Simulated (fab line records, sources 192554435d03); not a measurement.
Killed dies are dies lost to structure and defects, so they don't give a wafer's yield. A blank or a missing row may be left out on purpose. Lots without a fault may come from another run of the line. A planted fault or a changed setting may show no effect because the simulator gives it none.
fab line records | flow n5_finfet
record lots=10 wafers=27 last_day=18
route steps=1938 shown BEOL_M1@823 BEOL_M2@843 BEOL_M4@1111
lots that met no fault: from a run of the same line without faults
start_h: hours from the record's first day to the start of the lot's first wafer shown | wait_h: hours since the lot's step before | " the same as in the row above | L1.1+2: a row that stands for several wafers | - no value, or no start given | * or withheld: withheld | < > ~ a bound
route shown NAME@n: a module of which the file shows steps, and the number in the route of the first | usual: mean/standard deviation of fault-free wafers | same: alike in all rows | chamber/n: place in a boat | sites: the reading at each site | _std_site: their standard deviation | _edge_site: outer sites' mean less inner sites' | radius_mm: how far each site lies from the wafer's centre | mask NAME#n: copy n | behind: the tool/chamber that last shaped the wafer | hold: why the lot was held/for how many hours/how that ended | device: the transistor (n, p or np) that didn't switch | end of line: the same wafers' tests at the end of the route | a step without rows: its recipe alone | killed: dies lost to structure and defects at the first sort, not the wafer's yield | map: a wafer's dies, x killed, . not, _ none there
set.NAME: the setting as run; set.NAME@STEP: as run at that earlier step | model.NAME: the simulator's own value behind a step, which no gauge read
steps of the route over a sample of lots; a table a step, a row a wafer
services: from which hour (start_h, from the record's first day; less than 0 if before it) a tool's chamber was out of use, for how many hours, and why
## steps
# step N5_BEOL_M1_ANNEAL_89
# recipe temp_c=400 time_s=240 ambient=vacuum
# usual heater_power_w=813/57
# columns lot.wafer tool chamber start_h wait_h heater_power_w
L541.4 pvd_sputter-01 - 131.52 0.0 757
L541.6 " - " " 769
L542.1 pvd_sputter-01 - 142.23 0.0 769
L542.2 " - " " 800
L542.4 " - " " 763
L544.2 pvd_sputter-02 - 143.99 0.0 761
L544.5 " - " " 903
L544.6 " - " " 772
L543.2 pvd_sputter-03 - 153.56 0.0 892
L543.3 " - " " 797
L546.3 pvd_sputter-03 - 158.32 0.0 892
L546.4 " - " " 785
L546.6 " - " " 806
L550.5 pvd_sputter-02 - 184.12 0.1 752
L550.6 " - " " 889
L551.2 pvd_sputter-03 - 191.30 0.0 871
L551.4 " - " " 854
L551.6 " - " " 880
L558.1 pvd_sputter-01 - 238.73 0.0 753
L558.2 " - " " 799
L558.4 " - " " 751
L561.2 pvd_sputter-01 - 263.10 0.0 775
L561.3 " - " " 775
L561.5 " - " " 773
L563.4 pvd_sputter-02 - 270.20 0.0 922
L563.5 " - " " 943
L563.6 " - " " 831
# step N5_BEOL_M1_ANNEAL_95
# recipe temp_c=400 time_s=240 ambient=vacuum
# usual heater_power_w=815/57
# columns lot.wafer tool chamber start_h wait_h heater_power_w
L541.4 pvd_sputter-01 - 132.18 0.0 770
L541.6 " - " " 776
L542.1 pvd_sputter-01 - 142.89 0.0 786
L542.2 " - " " 812
L542.4 " - " " 741
L544.2 pvd_sputter-02 - 144.65 0.0 773
L544.5 " - " " 934
L544.6 " - " " 777
L543.2 pvd_sputter-03 - 154.22 0.0 881
L543.3 " - " " 778
L546.3 pvd_sputter-03 - 158.98 0.0 851
L546.4 " - " " 801
L546.6 " - " " 808
L550.5 pvd_sputter-02 - 184.78 0.1 787
L550.6 " - " " 906
L551.2 pvd_sputter-03 - 191.96 0.0 880
L551.4 " - " " 858
L551.6 " - " " 894
L558.1 pvd_sputter-01 - 239.39 0.0 757
L558.2 " - " " 807
L558.4 " - " " 751
L561.2 pvd_sputter-01 - 263.76 0.0 767
L561.3 " - " " 760
L561.5 " - " " 774
L563.4 pvd_sputter-02 - 270.86 0.0 902
L563.5 " - " " 919
L563.6 " - " " 829
# step N5_BEOL_M1_PRE_CLEAN_60
# recipe gas=NH3/H2 time_s=15 temp_c=* rf_power_w=300
# usual heater_power_w=90/21
# columns lot.wafer tool chamber start_h wait_h heater_power_w since_wet_clean_h
L541.4 cvd_co-02 0 133.17 0.1 115 -
L541.6 " 0 " " 115 -
L542.1 cvd_co-01 1 143.85 0.0 70 1123
L542.2 " 2 " " 104 226
L542.4 " 0 " " 104 -
L544.2 cvd_co-02 2 145.81 0.0 84 438
L544.5 " 0 " " 112 -
L544.6 " 1 " " 58 -
L543.2 cvd_co-02 1 155.20 0.0 58 19
L543.3 " 2 " " 87 447
L546.3 cvd_co-02 1 159.94 0.0 57 23
L546.4 " 2 " " 85 -
L546.6 " 0 " " 115 -
L550.5 cvd_co-02 2 185.70 0.1 88 -
L550.6 " 1 " " 60 -
L551.2 cvd_co-02 1 192.95 0.0 59 56
L551.4 " 2 " " 87 -
L551.6 " 1 " " 59 -
L558.1 cvd_co-01 0 240.40 0.0 106 782
L558.2 " 2 " " 109 322
L558.4 " 1 " " 69 -
L561.2 cvd_co-02 2 264.72 0.0 89 557
L561.3 " 1 " " 58 128
L561.5 " 0 " " 116 -
L563.4 cvd_co-02 1 271.85 0.1 58 -
L563.5 " 2 " " 87 -
L563.6 " 0 " " 118 -
# step N5_BEOL_M2_PECVD_72
# recipe material=SiO2 target_thk_a=160 temp_c=400 precursor=TEOS/O2 pressure_torr=5.5 rf_w=450 teos_flow_sccm=53.8 gas=O2 flow_sccm=3000 time_s=18
# usual heater_power_w=731/86 showerhead_plenum_p_Torr=8.80/0.073 susceptor_temp_C=399.96/0.22 throttle_valve_pct=22.0/0.63
# columns lot.wafer tool chamber start_h wait_h heater_power_w showerhead_plenum_p_Torr since_wet_clean_h susceptor_temp_C throttle_valve_pct
L541.4 pecvd-02 2 133.65 0.1 713 8.81 - 399.83 21.8
L541.6 " 1 " " 809 8.85 - 399.95 21.9
L542.1 pecvd-01 2 144.25 0.0 752 8.82 93 400.11 21.5
L542.2 " 0 " " 724 8.91 848 400.03 21.2
L542.4 " 2 " " 758 8.83 - 400.21 21.7
L544.2 pecvd-01 0 146.20 0.0 786 8.86 850 400.27 21.3
L544.5 " 1 " " 859 8.89 - 399.76 21.4
L544.6 " 2 " " 809 8.82 - 399.91 21.7
L543.2 pecvd-02 1 155.59 0.0 801 8.86 1766 400.10 22.0
L543.3 " 0 " " 770 8.79 1041 399.95 22.5
L546.3 pecvd-03 1 160.33 0.0 773 8.66 1408 399.80 23.2
L546.4 " 0 " " 624 8.76 - 399.96 22.1
L546.6 " 1 " " 736 8.64 - 400.31 23.3
L550.5 pecvd-01 2 186.09 0.1 782 8.81 - 399.93 21.7
L550.6 " 0 " " 771 8.87 - 400.28 21.2
L551.2 pecvd-01 2 193.34 0.0 756 8.80 143 399.45 21.7
L551.4 " 2 " " 744 8.83 - 399.73 21.9
L551.6 " 1 " " 883 8.91 - 400.14 21.2
L558.1 pecvd-02 1 240.79 0.0 696 8.87 1851 368.62 21.9
L558.2 " 2 " " 497 8.81 372 368.17 22.2
L558.4 " 0 " " 617 8.78 - 368.26 22.3
L561.2 pecvd-02 0 265.11 0.0 569 8.79 1150 368.62 22.3
L561.3 " 2 " " 544 8.83 396 368.49 22.1
L561.5 " 1 " " 606 8.86 - 368.20 22.2
L563.4 pecvd-03 1 272.23 0.1 763 8.64 - 399.90 23.5
L563.5 " 0 " " 621 8.79 - 399.74 22.3
L563.6 " 2 " " 667 8.75 - 400.09 21.5
# step N5_BEOL_M2_CMP_52
# recipe stop_on=SiOC t_overpolish_s=6.8 down_force_psi=1 platen_rpm=50 clearing_platen_down_force_psi=1.5 clearing_platen_rpm=50 post_cmp_clean=cu_alkaline target_thk_nm=40 clearing_platen_pad_velocity_m_s=0.99484 pad_velocity_m_s=0.99484
# usual barrier_field_endpoint_s=25.1/0.84 motor_current_A=5.9/0.74 retaining_ring_pressure_frac=1.000/0.0045
# columns lot.wafer tool chamber start_h wait_h barrier_field_endpoint_s motor_current_A retaining_ring_pressure_frac
L541.4 cmp-03 2 143.67 0.2 24.5 7.2 0.997
L541.6 " 1 " " 26.2 5.9 1.004
L542.1 cmp-03 1 154.64 0.3 26.3 5.9 1.001
L542.2 " 2 " " 24.5 7.5 0.995
L542.4 " 0 " " 26.6 5.7 1.000
L544.2 cmp-01 0 157.71 0.2 23.4 5.5 0.994
L544.5 " 3 " " 24.6 4.6 0.994
L544.6 " 0 " " 24.2 5.2 1.002
L543.2 cmp-03 0 168.64 0.3 25.6 5.5 0.995
L543.3 " 1 " " 25.9 6.0 1.009
L546.4 cmp-03 2 174.49 0.1 25.3 7.0 1.004
L546.3 " 3 " " 24.9 5.7 0.991
L546.6 " 2 " " 24.3 7.1 0.994
L550.6 cmp-03 3 195.61 0.2 25.2 5.9 1.004
L550.5 " 0 " " 25.2 5.5 1.003
L551.2 cmp-04 2 202.23 0.2 24.4 5.6 1.002
L551.4 " 3 " " 26.0 5.6 1.000
L551.6 " 2 " " 25.4 5.4 1.004
L558.2 cmp-04 0 260.53 0.2 29.3 6.5 0.997
L558.4 " 1 " " 28.3 5.2 1.003
L558.1 " 2 " " 28.1 5.5 1.000
L561.2 cmp-03 0 286.60 0.2 29.1 5.6 0.996
L561.3 " 3 " " 28.2 5.8 1.001
L561.5 " 0 " " 30.9 5.4 1.000
L563.4 cmp-01 3 290.23 0.2 24.8 4.8 1.008
L563.5 " 0 " " 23.9 5.6 1.005
L563.6 " 1 " " 24.7 7.2 0.998
# step N5_BEOL_M4_RC_MEAS_101
# usual DIBL_N=36.1/2 DIBL_P=36.3/2.5 IOFF_N=0.16/0.037 IOFF_P=0.21/0.039 ION_N=678/15 ION_P=465/8.7 SS_N=71.4/0.7 SS_P=73.3/0.74 VT_N=249/3.6 VT_P=-250.0/2.9
# columns lot.wafer tool chamber start_h wait_h DIBL_N[mV/V] DIBL_P[mV/V] IOFF_N[nA/um] IOFF_P[nA/um] ION_N[uA/um] ION_P[uA/um] SS_N[mV/dec] SS_P[mV/dec] VT_N[mV] VT_P[mV]
L541.4 prober-01 0 162.15 0.5 35.5 36.4 0.16 0.26 669 475 72.2 73.6 251 -243.3
L541.6 " 0 " " 33.2 33.5 0.11 0.20 649 462 71.1 72.7 257 -247.6
L542.1 prober-02 0 178.41 0.0 38.3 39.1 0.24 0.29 711 482 71.9 73.6 241 -245.8
L542.2 " 0 " " 35.3 35.5 0.16 0.22 670 465 71.7 71.8 249 -248.4
L542.4 " 0 " " 35.2 36.0 0.16 0.23 671 465 71.8 72.8 245 -249.0
L544.2 prober-02 0 181.22 0.2 33.3 30.4 0.09 0.15 643 452 70.6 72.3 257 -252.8
L544.5 " 0 " " 36.9 35.9 0.14 0.21 684 470 71.0 72.7 250 -250.1
L544.6 " 0 " " 33.6 30.2 0.09 0.14 642 443 70.6 71.8 258 -255.9
L543.2 prober-01 0 191.52 0.2 35.7 35.4 0.14 0.17 675 457 70.6 73.0 254 -255.2
L543.3 " 0 " " 37.6 37.8 0.18 0.22 674 460 72.1 74.7 249 -249.7
L546.3 prober-02 0 198.11 0.3 36.2 37.4 0.16 0.21 679 463 71.7 73.2 249 -253.5
L546.4 " 0 " " 34.6 35.8 0.13 0.18 671 466 71.1 72.5 256 -253.8
L546.6 " 0 " " 37.3 39.0 0.19 0.23 688 467 72.2 74.0 250 -251.7
L550.5 prober-01 0 234.30 0.6 33.9 33.0 0.12 0.17 663 464 71.1 72.9 255 -251.0
L550.6 " 0 " " 37.4 38.3 0.17 0.26 678 469 71.9 74.4 249 -245.3
L551.2 prober-02 0 238.91 0.2 34.5 33.9 0.13 0.19 677 467 71.6 73.5 249 -249.3
L551.4 " 0 " " 36.6 35.8 0.16 0.22 685 462 72.0 73.9 246 -250.9
L551.6 " 0 " " 36.0 35.6 0.16 0.21 683 465 71.9 73.1 247 -249.6
L558.1 prober-02 0 299.15 0.0 35.3 36.6 0.15 0.21 654 456 71.2 73.1 252 -249.0
L558.2 " 0 " " 33.8 34.2 0.13 0.19 668 469 69.8 71.9 254 -251.1
L558.4 " 0 " " 34.1 34.7 0.14 0.19 674 473 70.5 71.9 251 -250.6
L561.2 prober-02 0 318.78 0.2 37.0 35.8 0.17 0.23 676 458 71.6 73.8 248 -251.4
L561.3 " 0 " " 35.6 35.0 0.15 0.20 675 466 71.8 73.3 250 -247.7
L561.5 " 0 " " 33.9 33.2 0.13 0.20 679 471 70.7 73.0 252 -248.3
L563.4 prober-01 0 325.44 0.5 39.8 41.0 0.25 0.31 702 476 72.3 74.4 242 -245.9
L563.5 " 0 " " 36.3 37.9 0.17 0.25 687 474 71.1 74.2 246 -244.9
L563.6 " 0 " " 37.8 38.1 0.21 0.24 689 460 72.4 74.1 244 -248.1
## services
# columns tool chamber start_h hours kind
pecvd-03 - 107.65 2.9 repair
cvd_co-02 1 114.67 - clean
cvd_co-02 1 114.67 22.0 scheduled_down
pvd_sputter-01 - 118.52 3.9 repair
cmp-03 - 119.44 0.9 repair
cvd_co-02 - 130.46 0.2 repair
pecvd-01 2 131.50 6.3 repair
cmp-04 - 140.74 4.0 pm
cmp-01 - 147.27 0.3 repair
cmp-01 - 151.92 1.6 repair
pecvd-02 2 161.44 4.7 repair
pecvd-02 - 161.88 9.5 repair
cmp-04 - 171.47 3.7 pm
cmp-03 - 185.96 4.0 pm
cvd_co-02 - 200.41 6.9 pm
cmp-03 - 202.86 7.1 pm
cvd_co-01 - 207.31 2.8 pm
cvd_co-02 2 241.25 7.8 repair
pecvd-03 0 243.03 4.9 repair
pecvd-01 2 245.23 12.9 repair
cmp-03 - 265.10 2.1 repair
cvd_co-02 - 268.00 0.5 repair
cmp-01 - 278.70 4.0 pm
cmp-01 - 284.29 0.9 repair
## key
first_sign step=N5_BEOL_M2_PECVD_72 reading=susceptor_temp_C direction=down sigmas=99+ usual=* struck=*
effect step=N5_BEOL_M2_PECVD_72 reading=heater_power_w direction=down sigmas=1.7 usual=* struck=* wafers_moved=2
effect step=N5_BEOL_M2_CMP_52 reading=barrier_field_endpoint_s direction=up sigmas=4.6 usual=25.1 struck=29.0
met_at N5_BEOL_M2_PECVD_72
struck_lots L558,L561
baseline_loss step=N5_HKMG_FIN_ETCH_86 wafers=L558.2
not_acting_at N5_BEOL_M1_ANNEAL_89,N5_BEOL_M1_ANNEAL_95,N5_BEOL_M1_PRE_CLEAN_60
onset_between 155.59 240.79
fault kind=process_parameter_drift tool=pecvd-02 chamber=- onset_h=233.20 steps=N5_BEOL_M2_PECVD_72 channel=temp_c offset=* shape=step end_h=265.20 acts_in=* stated=*
# baseline_loss: these wafers lose ten dies or more at that step, a loss of the line's own and not of a fault; the sort's usual values leave them out
